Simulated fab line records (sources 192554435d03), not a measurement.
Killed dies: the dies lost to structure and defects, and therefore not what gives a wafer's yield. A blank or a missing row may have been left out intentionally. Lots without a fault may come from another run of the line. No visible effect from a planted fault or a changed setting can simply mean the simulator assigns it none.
Split-lot study | flow n5 finfet | on a route of 1938 steps: 7 lots, 21 wafers read

== SPLIT DETAILS ==
At N5_BEOL_M7_DESCUM_33 (chemistry O2, time 7 s), the setting time s was moved away from the recipe's 7 s on 6 of the 21 wafers read, by -11.5% to +19.2%. For the rest of the wafers, this setting stayed at what the recipe calls for.

== FROM THE SPLIT TO THE READING: what the file shows between them, 1 step ==
- N5_BEOL_M7_ETCH_72: etches underlayer in N2/H2, target depth 6.5 nm, time 5.2 s

== THE READING ==
CAR-EUV_of_BEOL_M7_COAT_22.thk nm (the simulator's own value, which no gauge read), in nm, at N5_BEOL_M7_ETCH_65 (etches SiARC in CF4, target depth 15.6 nm, time 26 s). The file gives no usual value for it. Here, 15 wafers ran the recipe; their average is 11.1 nm with a standard deviation of 0.098 nm.

wafer  | tool, chamber at the split | time s as run, s | against the recipe | CAR-EUV_of_BEOL_M7_COAT_22.thk nm, nm | against lot-mates on the recipe
L078.3 | rie diel-03, 3,0           | 7                | recipe             | 11.2                                  | -
L078.6 | rie diel-03, 3,0           | 7                | recipe             | 11.2                                  | -
L078.4 | rie diel-03, 1             | 6.561            | -6.3%              | 11.4                                  | +0.2
L085.2 | rie diel-02, 2,1           | 7                | recipe             | 11.2                                  | -
L085.3 | rie diel-02, 2,1           | 7                | recipe             | 11.2                                  | -
L085.5 | rie diel-02, 3             | 7                | recipe             | 11.2                                  | -
L084.1 | rie diel-02, 0             | 6.38             | -8.9%              | 11.4                                  | +0.3
L084.3 | rie diel-02, 2             | 7                | recipe             | 11.2                                  | -
L084.5 | rie diel-02, 1             | 7                | recipe             | 11                                    | -
L087.1 | rie diel-03, 2             | 7                | recipe             | 11                                    | -
L087.2 | rie diel-03, 1             | 7                | recipe             | 11                                    | -
L087.6 | rie diel-03, 1             | 7                | recipe             | 11                                    | -
L091.1 | rie diel-01, 2             | 7                | recipe             | 11.2                                  | -
L091.5 | rie diel-01, 2             | 7                | recipe             | 11.2                                  | -
L091.3 | rie diel-01, 0             | 6.481            | -7.4%              | 11.4                                  | +0.2
L096.1 | rie diel-01, 2,1           | 6.192            | -11.5%             | 11.6                                  | +0.6
L096.4 | rie diel-01, 2,1           | 6.192            | -11.5%             | 11.6                                  | +0.6
L096.5 | rie diel-01, 3             | 7                | recipe             | 11                                    | -
L097.1 | rie diel-03, 2             | 8.341            | +19.2%             | 10.4                                  | -0.7
L097.2 | rie diel-03, 3,1           | 7                | recipe             | 11                                    | -
L097.4 | rie diel-03, 3,1           | 7                | recipe             | 11.2                                  | -
Where a row lists several chambers, the file gives one row for several wafers and doesn't say which wafer went through which chamber.

FIT RESULTS
A straight line over all 21 wafers: CAR-EUV_of_BEOL_M7_COAT_22.thk nm changes by -0.0386 nm for each +1% of time s; r = -0.94; the points scatter about the line by 0.089 nm.
The same after taking each lot's own level away (the mean of its wafers on the recipe; 21 wafers): -0.0403 nm for each +1%; r = -0.96; scatter 0.071 nm.
That fit puts the effect of the largest move of time s on the reading at 0.77 nm.
From 11.00 to 11.20 nm: that is the span of the lots' own levels, equal to 2.0 times the standard deviation above.
Hence the lot-to-lot level has little effect on the slope; both slopes agree.
Check: for one of the wafers moved furthest among these (+19.2%), held out of the fit, the line's prediction against its lot-mates is -0.859 nm. It came out at -0.7 nm against them.

== FURTHER SPLITS ON THESE WAFERS ==
Note: prior to the reading, these wafers also went through further splits. Each is held against what the fit with the lots' levels taken away leaves over:
other split on the same wafers | wafers away from the commonest value | r with CAR-EUV_of_BEOL_M7_COAT_22.thk nm (lot level and that fit taken away)
N5_BEOL_M7_EXPOSE_08 dose mj   | 7                                    | -0.22
N5_BEOL_M7_ETCH_61 source w    | 7                                    | -0.09

== THE WHOLE CHAIN: every reading that the file lists as answering this split, in the file's order ==
step                 | what it does                                                | reading                                                                            | change (the file's fit)                | r (the file's)
N5_BEOL_M7_DESCUM_33 | chemistry O2, time 7 s                                      | CAR-EUV_of_BEOL_M7_COAT_22.thk nm (the simulator's own value, which no gauge read) | -0.0411 nm for each +1% of the setting | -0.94
N5_BEOL_M7_ETCH_72   | etches underlayer in N2/H2, target depth 6.5 nm, time 5.2 s | CAR-EUV_of_BEOL_M7_COAT_22.thk nm (the simulator's own value, which no gauge read) | -0.0371 nm for each +1% of the setting | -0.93
N5_BEOL_M7_ETCH_65   | etches SiARC in CF4, target depth 15.6 nm, time 26 s        | CAR-EUV_of_BEOL_M7_COAT_22.thk nm (the simulator's own value, which no gauge read) | -0.0382 nm for each +1% of the setting | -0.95

== FILE'S OWN FIT ==
CAR-EUV_of_BEOL_M7_COAT_22.thk nm changes by -0.0382 nm for each +1% of time s, r = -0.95.
